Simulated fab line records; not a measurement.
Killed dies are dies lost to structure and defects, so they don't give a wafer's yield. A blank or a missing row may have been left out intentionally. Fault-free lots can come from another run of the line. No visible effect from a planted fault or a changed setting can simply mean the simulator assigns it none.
8D (eight disciplines) problem report, filled in by code + flow nand-harc + the parts of the form that need people (team, actions taken, sign-off) are left out

== 1. WHAT WENT WRONG ==
Mean of raw-defect-count at NHARC_A_CONTACT_INSPECT_44: 1299 across 2 wafers in 2 lots; on wafers with no fault it is 27 (standard deviation 15). That is +85 standard deviations from the usual mean.
First observed at day 19 08:23: wafer L408.4, on defect-inspect-01. The record holds 36 wafers of 12 lots with a number at this step. The rule behind "out" and "out of limits": a value lying over 4 standard deviations away from the usual mean. All remaining wafers that have a number are taken as sound.

== 2. WHAT IT IS, WHAT IT ISN'T ==
| question                    | is                | is not                                                                                 |
|-----------------------------|-------------------|----------------------------------------------------------------------------------------|
| which readings at this step | raw-defect-count  | -                                                                                      |
| which lots                  | L408, L409        | L394, L398, L399, L400, L402, L403, L406, L414, L416, L417                             |
| which wafers of those lots  | L408.4, L409.4    | L408.2, L408.5, L409.1, L409.5                                                         |
| read on which gauges        | defect-inspect-01 | defect-inspect-02                                                                      |
| when                        | from day 19 08:23 | up to then (23 sound wafers); but 11 sound wafers of L409, L414, L416, L417 came after |

== 3. WHAT RULES OUT EACH SUSPECT ==
Counting: a tool at a process step up to the reading stays a suspect if it ran every lot that is out. Sound lots after the first of them don't rule it out here, since some wafers of a struck lot are sound.
- the gauge at NHARC_A_CONTACT_INSPECT_44 is ruled out. All the wafers that are out were read on defect-inspect-01, but those of them that NHARC_END_SORT_01 has rows for are out there too, on other tools.
- pecvd-01 at NHARC_A_CONTACT_DEP_29 (deposits SiON, target thk 70 nm): kept. It ran every lot that is out, first L408 (day 19 07:32); its last sound lot up to then is L406 (day 18 23:12).
- Within pecvd-01 at NHARC_A_CONTACT_DEP_29: the wafers that are out ran in chamber 0; their sound lot-mates ran in chamber 1.
Left after counting: pecvd-01 at NHARC_A_CONTACT_DEP_29.

== 4. THE CAUSE (what the simulator had put in) ==
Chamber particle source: pecvd-01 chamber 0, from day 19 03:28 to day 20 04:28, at NHARC_A_CONTACT_DEP_29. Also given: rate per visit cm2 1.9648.
This tool alone remained once counting was done.

== 5. THE CHAIN OF EFFECTS, in route order ==
Each row: a reading where the mean over the struck wafers with a number is more than 3 standard deviations away from the usual. Scope: only readings with a usual standard deviation given in the record; hours: median across lots of the time from each lot's start at the first step in this table that gives one to its start at this step; sigmas: change in usual standard deviations.
| hours | step                       | reading          | usual | on struck wafers | change | sigmas |
|-------|----------------------------|------------------|-------|------------------|--------|--------|
| 0     | NHARC_A_CONTACT_INSPECT_44 | raw-defect-count | 27    | 1299             | +1272  | +85    |
| 72    | NHARC_END_SORT_01          | killed-at-array  | 28    | 96               | +68    | +5.6   |
| 72    | NHARC_END_SORT_01          | killed-dies      | 32    | 98               | +66    | +5.5   |

== 6. HOW IT WOULD HAVE BEEN CAUGHT EARLIER ==
Counted from the fault's start at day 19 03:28, it took 5 hours until the first out-of-limits reading at a measuring or inspecting step in this record, taken at day 19 08:23.
An alarm limit of 4 standard deviations would not have fired on the tool readings at NHARC_A_CONTACT_DEP_29 for which the record gives a usual standard deviation, since none of them was out on any struck wafer.
Of the lots that are out (2), L409 began NHARC_A_CONTACT_DEP_29 on pecvd-01 after day 19 08:23. Holding the tool at that time would have saved it.
